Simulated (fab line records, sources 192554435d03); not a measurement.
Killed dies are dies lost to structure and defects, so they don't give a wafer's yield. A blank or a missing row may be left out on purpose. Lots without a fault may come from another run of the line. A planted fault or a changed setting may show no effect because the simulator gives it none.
fab line records | flow n5_finfet
record lots=5 wafers=15 last_day=17
route steps=1938 shown BEOL_M3@943
lots that met no fault: from a run of the same line without faults
start_h: hours from the record's first day to the start of the lot's first wafer shown | wait_h: hours since the lot's step before | " the same as in the row above | L1.1+2: a row that stands for several wafers | - no value, or no start given | * or withheld: withheld | < > ~ a bound
route shown NAME@n: a module of which the file shows steps, and the number in the route of the first | usual: mean/standard deviation of fault-free wafers | same: alike in all rows | chamber/n: place in a boat | sites: the reading at each site | _std_site: their standard deviation | _edge_site: outer sites' mean less inner sites' | radius_mm: how far each site lies from the wafer's centre | mask NAME#n: copy n | behind: the tool/chamber that last shaped the wafer | hold: why the lot was held/for how many hours/how that ended | device: the transistor (n, p or np) that didn't switch | end of line: the same wafers' tests at the end of the route | a step without rows: its recipe alone | killed: dies lost to structure and defects at the first sort, not the wafer's yield | map: a wafer's dies, x killed, . not, _ none there
set.NAME: the setting as run; set.NAME@STEP: as run at that earlier step | model.NAME: the simulator's own value behind a step, which no gauge read
lots at some steps of the route; a table a step, a row a wafer
services: from which hour (start_h, from the record's first day; less than 0 if before it) a tool's chamber was out of use, for how many hours, and why
## steps
# step N5_BEOL_M3_DEVELOP_10
# recipe develop_time_s=30 developer=TMAH resist=CAR-EUV rinse_liquid=surfactant_rinse dry=air_spin dev_temp_c=23
# step N5_BEOL_M3_CD_MEAS_11
# recipe target_cd_nm=17.05 landing_energy_ev=500 detector=se_inlens polarity=opening
# usual cd_nm=17.08/0.25
# columns lot.wafer tool chamber start_h wait_h cd_nm
L877.2 cd_sem-03 0 176.35 - 17.32
L877.5 " 0 " " 16.94
L877.6 " 0 " " 16.88
L880.2 cd_sem-02 0 194.41 - 17.19
L880.3 " 0 " " 16.91
L880.6 " 0 " " 16.89
L892.2 cd_sem-03 0 269.86 - 17.46
L892.4 " 0 " " 17.74
L892.6 " 0 " " 17.14
L893.1 cd_sem-03 0 276.55 - 17.06
L893.2 " 0 " " 16.84
L893.6 " 0 " " 16.71
L894.1 cd_sem-03 0 284.39 - 16.99
L894.2 " 0 " " 17.17
L894.4 " 0 " " 17.29
# step N5_BEOL_M3_OVL_MEAS_12
# recipe points_per_wafer=522
# usual M3_OVL=0.1/0.62
# columns lot.wafer tool chamber start_h wait_h M3_OVL[nm]
L877.2 overlay-01 0 176.38 0.0 -0.7
L877.5 " 0 " " 0.2
L877.6 " 0 " " 0.5
L880.2 overlay-02 0 194.44 0.0 0.4
L880.3 " 0 " " 1.2
L880.6 " 0 " " 0.9
L892.2 overlay-02 0 269.90 0.0 -0.1
L892.4 " 0 " " -0.1
L892.6 " 0 " " 0.7
L893.1 overlay-02 0 276.58 0.0 -0.3
L893.2 " 0 " " 0.4
L893.6 " 0 " " 0.6
L894.1 overlay-02 0 284.42 0.0 0.5
L894.2 " 0 " " 0.3
L894.4 " 0 " " 0.0
# step N5_BEOL_M3_INSPECT_13
# recipe mode=adi inspect_instrument=brightfield
# usual raw_defect_count=397/95
# columns lot.wafer tool chamber start_h wait_h raw_defect_count
L877.2 defect_inspect-02 - 176.43 0.0 468
L877.5 " - " " 508
L877.6 " - " " 549
L880.2 defect_inspect-02 - 194.50 0.0 719
L880.3 " - " " 704
L880.6 " - " " 472
L892.2 defect_inspect-01 - 269.95 0.0 346
L892.4 " - " " 316
L892.6 " - " " 407
L893.1 defect_inspect-01 - 276.64 0.1 273
L893.2 " - " " 326
L893.6 " - " " 303
L894.1 defect_inspect-01 - 284.48 0.1 346
L894.2 " - " " 248
L894.4 " - " " 392
# step N5_BEOL_M3_DESCUM_16
# recipe chemistry=O2 time_s=7 source_power_w=50 bias_power_w=20 pressure_mtorr=20 rf_frequency_hz=2.712e+07 temp_c=40 resist=CAR-EUV o2_flow_sccm=225
# usual drypump_motor_current_A=5.9/0.38 oes_product_au=0.74/0.077 rf_vpp_V=242.9/1.6 showerhead_plenum_p_Torr=2.08/0.084 throttle_valve_pct=20.54/0.21
# columns lot.wafer tool chamber start_h wait_h drypump_motor_current_A oes_product_au rf_hours_counter_h rf_vpp_V showerhead_plenum_p_Torr throttle_valve_pct
L877.2 rie_diel-06 3 176.47 0.0 6.2 0.75 157 242.1 2.09 20.87
L877.5 " 1 " " 5.2 0.70 - 242.8 2.07 20.23
L877.6 " 2 " " 5.6 0.78 - 241.5 1.92 20.54
L880.2 rie_diel-01 2 194.53 0.0 5.2 0.90 16 242.5 2.06 20.37
L880.3 " 3 " " 5.6 0.72 195 244.1 2.18 20.72
L880.6 " 3 " " 5.6 0.72 - 245.1 2.18 20.71
L892.2 rie_diel-05 1 269.98 0.0 6.1 0.73 194 243.0 2.07 20.22
L892.4 " 0 " " 6.4 0.89 - 245.6 2.22 20.61
L892.6 " 3 " " 6.1 0.67 - 242.9 2.16 20.69
L893.1 rie_diel-05 2 276.68 0.0 6.2 0.98 1 244.9 2.24 19.92
L893.2 " 0 " " 6.5 0.89 23 245.5 2.22 20.62
L893.6 " 1 " " 6.0 0.71 - 241.9 2.07 20.24
L894.1 rie_diel-01 3 284.51 0.0 5.6 0.70 223 244.5 2.17 20.75
L894.2 " 2 " " 5.2 0.86 38 242.1 2.05 20.41
L894.4 " 0 " " 6.2 0.70 241 242.4 1.98 20.64
# step N5_BEOL_M3_ETCH_74
# recipe chemistry=N2/H2 target=underlayer target_depth_a=65 mask_material=CAR-EUV time_s=5.2 ion_energy_ev=200 pressure_mtorr=30 source_w=840 bias_w=150 n2_flow_sccm=200 h2_flow_sccm=200 ends=cleared
# usual drypump_motor_current_A=5.9/0.38 etch_rf_on_time_s=5.16/0.15 h2_flow_sccm=200.0/0.56 oes_product_au=0.64/0.072 rf_vpp_V=523/3.1 showerhead_plenum_p_Torr=2.52/0.1 throttle_valve_pct=17.96/0.24
# columns lot.wafer tool chamber start_h wait_h drypump_motor_current_A etch_rf_on_time_s h2_flow_sccm oes_product_au rf_hours_counter_h rf_vpp_V showerhead_plenum_p_Torr throttle_valve_pct
L877.2 rie_diel-06 3 176.50 0.0 6.2 5.25 199.7 0.64 157 523 2.54 18.30
L877.5 " 1 " " 5.2 5.25 200.9 0.61 - 526 2.50 17.69
L877.6 " 2 " " 5.6 5.03 199.9 0.68 - 518 2.35 18.02
L880.2 rie_diel-01 2 194.57 0.0 5.2 4.99 199.6 0.80 16 521 2.48 17.69
L880.3 " 3 " " 5.6 5.08 200.3 0.62 195 528 2.62 18.06
L880.6 " 3 " " 5.6 5.07 200.8 0.60 - 526 2.62 18.06
L892.2 rie_diel-05 1 270.02 0.0 6.1 5.09 200.5 0.62 194 523 2.52 17.68
L892.4 " 0 " " 6.4 5.17 199.6 0.76 - 527 2.72 18.05
L892.6 " 3 " " 6.1 5.19 199.5 0.58 - 524 2.62 18.16
L893.1 rie_diel-05 2 276.71 0.0 6.2 4.97 201.2 0.84 1 529 2.70 17.18
L893.2 " 0 " " 6.4 5.09 200.3 0.76 23 529 2.72 18.07
L893.6 " 1 " " 6.0 5.07 200.2 0.62 - 523 2.52 17.70
L894.1 rie_diel-01 3 284.55 0.0 5.6 5.00 199.5 0.60 223 527 2.61 18.08
L894.2 " 2 " " 5.2 4.94 200.1 0.76 38 523 2.47 17.72
L894.4 " 0 " " 6.2 5.18 200.3 0.59 241 520 2.40 18.13
# step N5_BEOL_M3_ETCH_63
# recipe chemistry=CF4 target=SiARC target_depth_a=156 mask_material=CAR-EUV time_s=26 ion_energy_ev=80 pressure_mtorr=40 source_w=545 bias_w=36 Ar_flow_sccm=100 cf4_flow_sccm=100 ends=cleared
# usual drypump_motor_current_A=5.9/0.38 etch_rf_on_time_s=25.9/0.79 oes_product_au=0.64/0.072 rf_vpp_V=183.9/1.3 showerhead_plenum_p_Torr=2.12/0.081 throttle_valve_pct=15.72/0.22
# columns lot.wafer tool chamber start_h wait_h drypump_motor_current_A etch_rf_on_time_s oes_product_au rf_hours_counter_h rf_vpp_V showerhead_plenum_p_Torr throttle_valve_pct
L877.2 rie_diel-06 3 176.52 0.0 6.2 26.3 0.64 157 184.7 2.13 15.97
L877.5 " 1 " " 5.2 26.1 0.61 - 185.1 2.12 15.56
L877.6 " 2 " " 5.6 25.1 0.68 - 181.9 1.98 15.75
L880.2 rie_diel-01 2 194.58 0.0 5.2 25.3 0.79 16 184.4 2.09 15.34
L880.3 " 3 " " 5.6 25.5 0.62 195 184.8 2.22 15.85
L880.6 " 3 " " 5.6 25.5 0.61 - 185.0 2.22 15.86
L892.2 rie_diel-05 1 270.04 0.0 6.0 25.2 0.63 194 184.1 2.13 15.55
L892.4 " 0 " " 6.4 25.5 0.78 - 186.0 2.27 15.75
L892.6 " 3 " " 6.2 26.0 0.57 - 184.2 2.20 15.91
L893.1 rie_diel-05 2 276.73 0.0 6.2 24.6 0.85 1 186.6 2.28 15.06
L893.2 " 0 " " 6.4 25.6 0.77 23 186.7 2.27 15.76
L893.6 " 1 " " 6.0 25.3 0.62 - 184.3 2.13 15.56
L894.1 rie_diel-01 3 284.56 0.0 5.6 25.6 0.59 223 184.8 2.21 15.91
L894.2 " 2 " " 5.2 25.2 0.75 38 182.4 2.08 15.41
L894.4 " 0 " " 6.2 26.4 0.58 241 182.2 2.03 15.76
# step N5_BEOL_M3_ETCH_64
# recipe chemistry=N2/H2 target=SOC target_depth_a=750 overetch_a=150 mask_material=SiARC temp_c=40 time_s=112.5 ion_energy_ev=200 pressure_mtorr=30 source_w=840 bias_w=150 n2_flow_sccm=200 h2_flow_sccm=200
# usual drypump_motor_current_A=5.9/0.38 h2_flow_sccm=200.1/0.65 oes_product_au=0.59/0.06 rf_vpp_V=523.3/2.8 showerhead_plenum_p_Torr=2.52/0.1 throttle_valve_pct=17.92/0.24
# columns lot.wafer tool chamber start_h wait_h drypump_motor_current_A h2_flow_sccm oes_product_au rf_hours_counter_h rf_vpp_V showerhead_plenum_p_Torr throttle_valve_pct
L877.2 rie_diel-06 3 176.55 0.0 6.2 200.3 0.59 157 523.4 2.54 18.27
L877.5 " 1 " " 5.2 199.9 0.56 - 522.9 2.50 17.63
L877.6 " 2 " " 5.6 200.2 0.62 - 519.1 2.35 17.97
L880.2 rie_diel-01 2 194.61 0.0 5.2 200.8 0.72 16 523.6 2.48 17.67
L880.3 " 3 " " 5.6 201.0 0.57 195 526.9 2.62 18.01
L880.6 " 3 " " 5.6 199.8 0.57 - 525.8 2.62 18.02
L892.2 rie_diel-05 1 270.06 0.0 6.1 200.6 0.57 194 525.1 2.52 17.64
L892.4 " 0 " " 6.4 200.1 0.71 - 528.5 2.72 18.02
L892.6 " 3 " " 6.2 200.1 0.53 - 525.5 2.62 18.11
L893.1 rie_diel-05 2 276.76 0.0 6.2 198.8 0.76 1 529.2 2.70 17.12
L893.2 " 0 " " 6.4 200.4 0.70 23 528.2 2.72 18.01
L893.6 " 1 " " 6.0 199.8 0.57 - 523.9 2.52 17.65
L894.1 rie_diel-01 3 284.59 0.0 5.6 200.4 0.54 223 526.1 2.61 18.04
L894.2 " 2 " " 5.2 199.6 0.68 38 521.9 2.47 17.73
L894.4 " 0 " " 6.2 199.4 0.55 241 518.8 2.40 18.08
# step N5_BEOL_M3_STRIP_65
# recipe chemistry=N2/H2 temp_c=40 n2_flow_sccm=200 h2_flow_sccm=200 rf_frequency_hz=6e+07
# step N5_BEOL_M3_STRIP_75
# recipe chemistry=N2/H2 temp_c=40 n2_flow_sccm=200 h2_flow_sccm=200 rf_frequency_hz=6e+07
# step N5_BEOL_M3_STRIP_66
# recipe chemistry=CF4 resist=SiARC power_w=300 bias_power_w=75 pressure_mtorr=50 cf4_flow_sccm=150 rf_frequency_hz=6e+07
# step N5_BEOL_M3_HM_OPEN_17
# recipe chemistry=Cl2/BCl3 target_depth_a=200 overetch_a=60 target=TiN mask_material=SOC ion_energy_ev=150 pressure_mtorr=10 icp_w=1000 bias_w=126 Cl2_flow_sccm=53.25 bcl3_flow_sccm=21.75 Ar_flow_sccm=25
# usual drypump_motor_current_A=5.8/0.41 oes_product_au=0.66/0.063 throttle_valve_pct=22.33/0.12
# columns lot.wafer tool chamber start_h wait_h drypump_motor_current_A oes_product_au rf_hours_counter_h throttle_valve_pct
L877.2 rie_metal-02 0 176.72 0.0 5.2 0.66 37 22.11
L877.5 " 0 " " 5.2 0.67 - 22.11
L877.6 " 1 " " 5.8 0.77 - 22.23
L880.2 rie_metal-02 0 194.78 0.0 5.2 0.65 39 22.12
L880.3 " 0 " " 5.2 0.65 - 22.12
L880.6 " 0 " " 5.2 0.65 - 22.13
L892.2 rie_metal-01 1 270.23 0.0 6.2 0.67 40 22.43
L892.4 " 0 " " 5.4 0.63 - 22.43
L892.6 " 1 " " 6.2 0.67 - 22.41
L893.1 rie_metal-01 0 276.92 0.0 5.4 0.63 60 22.43
L893.2 " 1 " " 6.2 0.67 40 22.44
L893.6 " 0 " " 5.4 0.62 - 22.42
L894.1 rie_metal-01 0 284.76 0.0 5.5 0.61 61 22.45
L894.2 " 1 " " 6.2 0.66 41 22.45
L894.4 " 1 " " 6.2 0.67 - 22.45
# step N5_BEOL_M3_STRIP_19
# recipe chemistry=O2 power_w=400 temp_c=40 pressure_mtorr=30 rf_frequency_hz=6e+07 bias_power_w=0 overash_fraction=0.2 o2_flow_sccm=225
# usual drypump_motor_current_A=5.9/0.38 oes_product_au=0.74/0.075 rf_vpp_V=3.6/0.48 showerhead_plenum_p_Torr=2.07/0.085 throttle_valve_pct=16.78/0.2
# columns lot.wafer tool chamber start_h wait_h drypump_motor_current_A oes_product_au rf_hours_counter_h rf_vpp_V showerhead_plenum_p_Torr throttle_valve_pct
L877.2 rie_diel-06 2 176.84 0.1 5.6 0.78 140 2.9 1.93 16.78
L877.5 " 2 " " 5.6 0.78 - 4.3 1.93 16.78
L877.6 " 1 " " 5.2 0.71 - 3.8 2.07 16.56
L880.2 rie_diel-06 2 194.89 0.1 5.6 0.78 146 3.7 1.93 16.81
L880.3 " 3 " " 6.2 0.75 163 3.5 2.09 17.07
L880.6 " 1 " " 5.2 0.70 - 3.6 2.07 16.58
L892.2 rie_diel-01 3 270.34 0.1 5.6 0.69 218 3.1 2.17 16.99
L892.4 " 1 " " 6.1 0.70 - 4.2 2.06 16.95
L892.6 " 3 " " 5.6 0.70 - 3.3 2.17 16.99
L893.1 rie_diel-01 1 277.04 0.1 6.1 0.69 242 3.3 2.06 16.96
L893.2 " 0 " " 6.2 0.69 238 3.6 1.98 16.86
L893.6 " 0 " " 6.2 0.70 - 3.8 1.98 16.86
L894.1 rie_diel-01 2 284.98 0.2 5.2 0.86 38 2.9 2.05 16.57
L894.2 " 3 " " 5.6 0.69 223 4.0 2.17 17.00
L894.4 " 1 " " 6.1 0.70 244 4.1 2.06 16.96
# step N5_BEOL_M3_CD_MEAS_18
# recipe pitch_nm=36 target_cd_nm=18
# usual cd_nm=18.1/0.36
# columns lot.wafer tool chamber start_h wait_h cd_nm
L877.2 cd_sem-02 - 176.91 0.1 17.9
L877.5 " - " " 18.6
L877.6 " - " " 17.6
L880.2 cd_sem-01 - 194.96 0.1 18.2
L880.3 " - " " 18.1
L880.6 " - " " 17.9
L892.2 cd_sem-03 - 270.41 0.1 18.4
L892.4 " - " " 18.8
L892.6 " - " " 18.2
L893.1 cd_sem-03 - 277.10 0.0 17.7
L893.2 " - " " 17.6
L893.6 " - " " 17.6
L894.1 cd_sem-01 - 285.05 0.0 18.3
L894.2 " - " " 18.7
L894.4 " - " " 19.0
# step N5_BEOL_M3_COAT_67
# recipe resist=SOC temp_c=250 time_s=60 spin_rpm=1500 resist_thk_nm=60
# step N5_BEOL_M3_COAT_68
# recipe resist=SiARC temp_c=220 time_s=60 spin_rpm=1500 resist_thk_nm=12
# step N5_BEOL_M3_COAT_76
# recipe resist=underlayer temp_c=205 time_s=60 spin_rpm=1500 resist_thk_nm=5
# step N5_BEOL_M3_COAT_22
# recipe resist=CAR-EUV spin_rpm=1500 resist_thk_nm=30
# step N5_BEOL_M3_EBR_24
# recipe solvent=PGMEA ebr_width_mm=1.5
# step N5_BEOL_M3_SOFTBAKE_23
# recipe temp_c=110 time_s=60 resist=CAR-EUV
# step N5_BEOL_M3_EXPOSE_25
# recipe mask_id=V2 na=0.33 source_shape=quasar sigma_inner=0.2 sigma_outer=0.8 polarization=unpolarized defocus_nm=5 dose_mj=63
# step N5_BEOL_M3_PEB_26
# recipe peb_temp_c=100 peb_time_s=60 resist=CAR-EUV
# step N5_BEOL_M3_DEVELOP_27
# recipe develop_time_s=30 developer=TMAH resist=CAR-EUV rinse_liquid=surfactant_rinse dry=air_spin dev_temp_c=23
# step N5_BEOL_M3_CD_MEAS_28
# recipe target_cd_nm=25.7 landing_energy_ev=500 detector=se_inlens target_cd_y_nm=23.3 polarity=opening
# usual cd_nm=25.79/0.24
# columns lot.wafer tool chamber start_h wait_h cd_nm
L877.2 cd_sem-03 0 177.23 - 25.91
L877.5 " 0 " " 25.78
L877.6 " 0 " " 25.82
L880.2 cd_sem-01 0 195.40 - 25.20
L880.3 " 0 " " 25.58
L880.6 " 0 " " 25.99
L892.2 cd_sem-02 0 270.73 - 25.22
L892.4 " 0 " " 25.46
L892.6 " 0 " " 25.69
L893.1 cd_sem-01 0 277.42 - 25.86
L893.2 " 0 " " 25.98
L893.6 " 0 " " 25.58
L894.1 cd_sem-02 0 285.37 - 25.81
L894.2 " 0 " " 25.70
L894.4 " 0 " " 26.01
# step N5_BEOL_M3_OVL_MEAS_29
# recipe points_per_wafer=522
# usual V2_OVL=0.1/0.66
# columns lot.wafer tool chamber start_h wait_h V2_OVL[nm]
L877.2 overlay-02 0 177.26 0.0 0.6
L877.5 " 0 " " 0.5
L877.6 " 0 " " 0.3
L880.2 overlay-01 0 195.44 0.0 0.3
L880.3 " 0 " " 0.7
L880.6 " 0 " " 0.4
L892.2 overlay-01 0 270.77 0.0 0.2
L892.4 " 0 " " 0.5
L892.6 " 0 " " 0.5
L893.1 overlay-01 0 277.45 0.0 -0.6
L893.2 " 0 " " -0.8
L893.6 " 0 " " -0.6
L894.1 overlay-02 0 285.40 0.0 -0.2
L894.2 " 0 " " 0.5
L894.4 " 0 " " 0.1
# step N5_BEOL_M3_INSPECT_30
# recipe mode=adi inspect_instrument=brightfield
# usual raw_defect_count=401/97
# columns lot.wafer tool chamber start_h wait_h raw_defect_count
L877.2 defect_inspect-02 - 177.32 0.0 458
L877.5 " - " " 506
L877.6 " - " " 541
L880.2 defect_inspect-02 - 195.49 0.0 1900
L880.3 " - " " 1894
L880.6 " - " " 1628
L892.2 defect_inspect-01 - 270.82 0.0 361
L892.4 " - " " 306
L892.6 " - " " 402
L893.1 defect_inspect-02 - 277.51 0.1 295
L893.2 " - " " 339
L893.6 " - " " 293
L894.1 defect_inspect-01 - 285.45 0.1 345
L894.2 " - " " 270
L894.4 " - " " 439
# step N5_BEOL_M3_DESCUM_33
# recipe chemistry=O2 time_s=7 source_power_w=50 bias_power_w=20 pressure_mtorr=20 rf_frequency_hz=2.712e+07 temp_c=40 resist=CAR-EUV o2_flow_sccm=225
## services
# columns tool chamber start_h hours kind
rie_metal-01 - 154.78 0.8 repair
rie_diel-06 0 190.33 6.5 repair
rie_diel-05 0 192.88 - clean
rie_diel-05 0 192.88 - consumable_replace:focus_ring
rie_diel-05 0 192.88 - consumable_replace:showerhead
rie_diel-05 0 192.88 15.2 scheduled_down
rie_diel-05 0 192.88 15.2 vent_cycle
rie_diel-06 2 195.78 28.7 repair
rie_diel-05 1 197.55 24.1 repair
rie_metal-02 - 203.10 2.8 pm
rie_diel-05 1 244.64 5.5 repair
rie_diel-01 0 249.43 3.8 repair
rie_diel-05 2 250.16 - clean
rie_diel-05 2 250.16 - consumable_replace:focus_ring
rie_diel-05 2 250.16 - consumable_replace:showerhead
rie_diel-05 2 250.16 21.8 scheduled_down
rie_diel-05 2 250.16 21.8 vent_cycle
rie_diel-06 1 259.30 - clean
rie_diel-06 1 259.30 - consumable_replace:focus_ring
rie_diel-06 1 259.30 16.3 scheduled_down
rie_diel-06 1 259.30 16.3 vent_cycle
rie_diel-01 2 265.90 16.8 repair
## key
first_sign step=N5_BEOL_M3_INSPECT_30 reading=raw_defect_count direction=up sigmas=14 usual=401 struck=1807
effect none on later readings
met_at N5_BEOL_M3_STRIP_19
struck_wafers L880.2,L880.3,L880.6
rows_end L880.2,L880.3,L880.6
onset_between 176.84 194.89
also_fits N5_BEOL_M3_HM_OPEN_17:rie_metal-02
fault kind=chamber_particle_source tool=rie_diel-06 chamber=- onset_h=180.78 steps=N5_BEOL_M3_STRIP_19 rate_per_visit_cm2=1.9229 until_the_next_wet_clean=True
# rows_end: these wafers met a further fault down the route, and their rows from its step on are left out
